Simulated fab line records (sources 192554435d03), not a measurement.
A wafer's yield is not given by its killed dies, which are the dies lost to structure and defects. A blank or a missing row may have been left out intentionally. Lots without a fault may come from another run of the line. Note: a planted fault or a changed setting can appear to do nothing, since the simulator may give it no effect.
Split-lot study :: flow n5_finfet :: 21 wafers read from 7 lots, route of 1938 steps

THE SPLIT
At N5_FIN_SAQP_EXPOSE_13 (exposes mask FIN CORE, target cd 35.6 nm), the setting dose_mj was moved away from the recipe's 63.25 on 5 of the 21 wafers read, by -6.4% to +3.5%. This setting was run at the recipe's value on the other wafers.

FROM THE SPLIT ON TO THE READING: in between, the file shows 1 step
- N5_FIN_SAQP_DEVELOP_15: develop time 30 s (also split here: develop_time_s)

THE READING
Shown in nm: cd_nm at N5_FIN_SAQP_CD_MEAS_16, with target cd 35.6 nm. Typical for fault-free wafers on this fab line: 35.6 nm, with standard deviation 0.33 nm.

wafer: L080.2
tool, chamber at the split: arfi_scanner-02, 0
dose_mj as run: 63.25
against the recipe: recipe
cd_nm, nm: 35.6
against lot-mates on the recipe: -

wafer: L080.3
tool, chamber at the split: arfi_scanner-02, 0
dose_mj as run: 63.25
against the recipe: recipe
cd_nm, nm: 35.9
against lot-mates on the recipe: -

wafer: L080.6
tool, chamber at the split: arfi_scanner-02, 0
dose_mj as run: 63.25
against the recipe: recipe
cd_nm, nm: 35.4
against lot-mates on the recipe: -

wafer: L084.1
tool, chamber at the split: arfi_scanner-02, 0
dose_mj as run: 63.25
against the recipe: recipe
cd_nm, nm: 35.2
against lot-mates on the recipe: -

wafer: L084.4
tool, chamber at the split: arfi_scanner-02, 0
dose_mj as run: 65.45
against the recipe: +3.5%
cd_nm, nm: 34.3
against lot-mates on the recipe: -0.9

wafer: L084.5
tool, chamber at the split: arfi_scanner-02, 0
dose_mj as run: 65.45
against the recipe: +3.5%
cd_nm, nm: 34.1
against lot-mates on the recipe: -1.1

wafer: L086.2
tool, chamber at the split: arfi_scanner-03, 0
dose_mj as run: 63.25
against the recipe: recipe
cd_nm, nm: 35.3
against lot-mates on the recipe: -

wafer: L086.3
tool, chamber at the split: arfi_scanner-03, 0
dose_mj as run: 63.25
against the recipe: recipe
cd_nm, nm: 35.3
against lot-mates on the recipe: -

wafer: L086.5
tool, chamber at the split: arfi_scanner-03, 0
dose_mj as run: 63.25
against the recipe: recipe
cd_nm, nm: 35.8
against lot-mates on the recipe: -

wafer: L087.4
tool, chamber at the split: arfi_scanner-02, 0
dose_mj as run: 63.25
against the recipe: recipe
cd_nm, nm: 36.3
against lot-mates on the recipe: -

wafer: L087.5
tool, chamber at the split: arfi_scanner-02, 0
dose_mj as run: 63.25
against the recipe: recipe
cd_nm, nm: 36.1
against lot-mates on the recipe: -

wafer: L087.6
tool, chamber at the split: arfi_scanner-02, 0
dose_mj as run: 63.25
against the recipe: recipe
cd_nm, nm: 36.7
against lot-mates on the recipe: -

wafer: L088.1
tool, chamber at the split: arfi_scanner-03, 0
dose_mj as run: 63.25
against the recipe: recipe
cd_nm, nm: 36.0
against lot-mates on the recipe: -

wafer: L088.4
tool, chamber at the split: arfi_scanner-03, 0
dose_mj as run: 59.2
against the recipe: -6.4%
cd_nm, nm: 37.8
against lot-mates on the recipe: +1.8

wafer: L088.5
tool, chamber at the split: arfi_scanner-03, 0
dose_mj as run: 59.2
against the recipe: -6.4%
cd_nm, nm: 37.6
against lot-mates on the recipe: +1.6

wafer: L091.1
tool, chamber at the split: arfi_scanner-03, 0
dose_mj as run: 63.25
against the recipe: recipe
cd_nm, nm: 35.7
against lot-mates on the recipe: -

wafer: L091.3
tool, chamber at the split: arfi_scanner-03, 0
dose_mj as run: 63.25
against the recipe: recipe
cd_nm, nm: 35.5
against lot-mates on the recipe: -

wafer: L091.6
tool, chamber at the split: arfi_scanner-03, 0
dose_mj as run: 63.25
against the recipe: recipe
cd_nm, nm: 35.4
against lot-mates on the recipe: -

wafer: L096.1
tool, chamber at the split: arfi_scanner-01, 0
dose_mj as run: 63.25
against the recipe: recipe
cd_nm, nm: 35.8
against lot-mates on the recipe: -

wafer: L096.5
tool, chamber at the split: arfi_scanner-01, 0
dose_mj as run: 59.96
against the recipe: -5.2%
cd_nm, nm: 37.2
against lot-mates on the recipe: +1.9

wafer: L096.6
tool, chamber at the split: arfi_scanner-01, 0
dose_mj as run: 63.25
against the recipe: recipe
cd_nm, nm: 34.9
against lot-mates on the recipe: -

THE FIT
A straight line over all 21 wafers: cd_nm changes by -0.335 nm for each +1% of dose_mj; r = -0.90; the points scatter about the line by 0.42 nm.
The same after taking each lot's own level away (the mean of its wafers on the recipe; 21 wafers): -0.288 nm for each +1%; r = -0.95; scatter 0.24 nm.
That fit puts the effect of the largest move of dose_mj on the reading at 1.8 nm.
From 35.20 to 36.37 nm: that is the span of the lots' own levels, equal to 3.5 times the standard deviation above.
Thus the slope moves with the lot-to-lot level: the two fits are different.
Check: for one of the wafers moved furthest among these (-6.4%), held out of the fit, the line's prediction against its lot-mates is +1.87 nm. Against them it came out at +1.8 nm.

ADDITIONAL SPLITS CARRIED BY THESE WAFERS
Other splits were also applied to these wafers ahead of the reading. Each is held against what the fit with the lots' levels taken away leaves over:
other split on the same wafers: N5_WELL_APT_PEB_06 peb_time_s
wafers away from the commonest value: 8
r with cd_nm (lot level and that fit taken away): +0.12

other split on the same wafers: N5_WELL_APT_DEVELOP_07 develop_time_s
wafers away from the commonest value: 4
r with cd_nm (lot level and that fit taken away): +0.14

other split on the same wafers: N5_FIN_SAQP_DEVELOP_15 develop_time_s
wafers away from the commonest value: 6
r with cd_nm (lot level and that fit taken away): +0.05

THE FILE'S OWN FIT
cd_nm changes by -0.298 nm for each +1% of dose_mj, r = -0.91.
